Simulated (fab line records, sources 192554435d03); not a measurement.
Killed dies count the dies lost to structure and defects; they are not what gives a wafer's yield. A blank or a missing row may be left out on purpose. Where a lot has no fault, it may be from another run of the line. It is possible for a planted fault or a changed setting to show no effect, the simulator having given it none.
Chamber matching	flow n5Finfet	N5_HKMG_FIN_DESCUM_17 on rieDiel-01: 4 sister chambers
The step chemistry O2, time 7.9 s. 16 wafers are shown with their chamber, then 8 later ones without.

== WAFERS PAIRED WITH THEIR CHAMBERS ==
wafer	chamber	showerheadPlenumPTorr (Torr)	drypumpMotorCurrentA (A)	throttleValvePct (%)
L078.1	1	2.07	5.8	20.34
L078.4	0	2.04	5.6	20.61
L078.6	2	2.04	5.1	20.37
L082.1	1	2.07	5.8	20.39
L082.4	3	2.24	6.5	20.66
L082.6	0	2.04	5.6	20.22
L086.2	1	2.06	5.8	20.39
L086.4	0	2.04	5.7	20.24
L086.5	1	2.06	5.9	20.39
L090.1	2	2.03	5.1	20.02
L090.4	3	2.24	6.5	20.69
L090.6	2	2.03	5.1	20.03
L091.1	1	2.06	5.8	20.41
L091.2	2	2.03	5.1	20.04
L091.4	3	2.24	6.4	20.67
L094.3	1	2.06	5.8	20.42

SIGNATURES, as means of the wafers listed above
reading	chamber 0	chamber 1	chamber 2	chamber 3	scatter within a chamber
showerheadPlenumPTorr	2.0400	2.0633	2.0325	2.2400	0.00417
drypumpMotorCurrentA	5.633	5.817	5.100	6.467	0.0425
throttleValvePct	20.3567	20.3900	20.1150	20.6733	0.125
Rule: distance of a wafer from a chamber = root of the sum over the readings of ((wafer's reading minus chamber's mean) / reading's scatter) squared. If the next closest chamber is less than 2 further off than the closest, the wafer can't be placed; otherwise it belongs to the closest. The scatter is the square root of a quotient: the sum, over the shown wafers, of each reading's squared deviation from its chamber's mean, divided by wafers minus chambers.

== WAFERS WITHOUT THEIR CHAMBER ==
wafer	showerheadPlenumPTorr (Torr)	drypumpMotorCurrentA (A)	throttleValvePct (%)
L094.4	2.06	5.8	20.40
L094.5	2.23	6.5	20.69
L095.1	2.03	5.6	20.25
L095.3	2.23	6.5	20.70
L095.4	2.23	6.5	20.70
L096.1	2.06	5.8	20.41
L096.3	2.03	5.6	20.26
L096.4	2.06	5.8	20.43

== EACH ONE'S CHAMBER ==
wafer	from the rows above	in truth
L094.4	1	1
L094.5	3	3
L095.1	0	0
L095.3	3	3
L095.4	3	3
L096.1	1	1
L096.3	0	0
L096.4	1	1
Correctly placed: 8 of 8. From these rows, 0 cannot be placed. Wrongly placed: 0.
